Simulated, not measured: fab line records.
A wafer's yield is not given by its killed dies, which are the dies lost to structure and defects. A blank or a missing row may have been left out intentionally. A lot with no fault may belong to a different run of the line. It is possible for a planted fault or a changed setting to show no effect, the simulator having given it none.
Struck lot and sound lot, side by side ; flow n5Finfet ; 14 out of 1938 route steps
Sound: wafers L936.3, L936.4, L936.6. Struck: wafer L943.5 (left out: L943.3, L943.6 of the same lot, which were not struck); the cause appears at the end.
Each step with rows lists, per side, the tool, then ch with its chambers, then its first start. Under that, the readings that differ: sound wafers ; struck wafers ; difference of the means ; sigmas: that difference in standard deviations of wafers without a fault.
alike: a reading whose means differ by less than 2 such deviations, as well as words and numbers matching on both sides. not compared: withheld readings; readings where some wafer has no value; bounds like >300 that might hide an equal value; numbers whose values overlap and for which the record gives no deviation.
Wherever a step has rows on one side only, a row that says differs or no value, or a row with sigmas, the two part there. Non-overlapping numbers with no deviation appear without sigmas and do not part them. A reading missing from all wafers of one side parts the sides only when that side holds two or more wafers.

N5_BEOL_M11_CURE_72: cures SiCOH lowk, time 120 s.
  sound on uvCure-02 ch 2, day 13 02:10; struck on uvCure-02 ch 2, day 14 11:19
  alike: lampPowerPct, wafer_temp_C_max
then, 2 steps without rows for these wafers: N5_BEOL_M11_DEGAS_44 (time 60 s); N5_BEOL_M11_PRE_CLEAN_45 (time 30 s).
N5_BEOL_M11_ALD_74: deposits TaN, target thk 2 nm, pulse time 2 s, purge time 3 s.
  sound on aldMetal-03 ch 2,3, day 13 02:34; struck on aldMetal-03 ch 0, day 14 11:38
reading;sound;struck;difference;sigmas
precursorVesselPressureTorr (Torr);26.31 26.30 26.26;26.17;-0.12;-2
  alike: heaterPowerW, mfcCarrierSccm, susceptorTempC
then, 2 steps without rows for these wafers: N5_BEOL_M11_SURFACE_TREAT_76; N5_BEOL_M11_CVD_75 (deposits Co from CCTBA/H2, target thk 2 nm, time 138.9 s).
N5_BEOL_M11_SPUTTER_48: material Cu, target thk 12 nm, time 2 s.
  sound: pvdSputter-03 at day 13 04:15; struck: pvdSputter-03 at day 14 12:20
  alike: biasV, susceptorTempC, throttleValvePct
then, 1 step without rows for these wafers: N5_BEOL_M11_ECD_50 (material Cu, target thk 318 nm).
N5_BEOL_M11_ANNEAL_51: time 90 s.
  sound on rtpAnneal-02 ch 0, day 13 04:58; struck on rtpAnneal-02 ch 0, day 14 12:40
reading;sound;struck;difference;sigmas
annealTempCMax;226.34 226.07 226.24;226.79;+0.57;+2
  alike: wafer_temp_C_max
N5_BEOL_M11_CMP_52: polishes, stops on SiCOH lowk, t overpolish 7 s, target thk 140 nm.
  sound on cmp-01 ch 0,2, day 13 05:11; struck on cmp-03 ch 1, day 14 12:56
reading;sound;struck;difference;sigmas
motorCurrentA (A);6.4 5.5 5.8;8.9;+3.0;+3
  alike: barrierFieldEndpointS, overpolishRunS, timeToEndpointS
N5_BEOL_M11_THK_MEAS_53: measures by xrf.
  sound: filmMetro-02 at day 13 05:29; struck: filmMetro-02 at day 14 13:10
  alike: M11_THK
then, 1 step without rows for these wafers: N5_BEOL_M11_PRE_CLEAN_55 (time 15 s).
N5_BEOL_M11_DEP_56: deposits SiCN from 3MS/NH3, target thk 30 nm, time 10.5 s.
  sound on pecvd-03 ch 0,1, day 13 05:32; struck on pecvd-03 ch 2, day 14 13:13
reading;sound;struck;difference;sigmas
throttleValvePct (%);18.6 18.4 18.6;16.4;-2.1;-2
model.SiCN_of_BEOL_M11_DEP_56.thkNm (nm);29.8 30.2 30;50;+20;
  alike: showerheadPlenumPTorr
N5_BEOL_M11_RS_MEAS_57: uses a four-point probe to measure.
  sound: filmMetro-02 at day 13 05:36; struck: filmMetro-02 at day 14 13:17
  alike: M11_RS

## WHERE THEY PART
At N5_BEOL_M11_ALD_74 first; at N5_BEOL_M11_DEP_56 last (within this record only). Later steps at which nothing parts them and some readings are alike: N5_BEOL_M11_RS_MEAS_57.

WHY: what the simulator had put in
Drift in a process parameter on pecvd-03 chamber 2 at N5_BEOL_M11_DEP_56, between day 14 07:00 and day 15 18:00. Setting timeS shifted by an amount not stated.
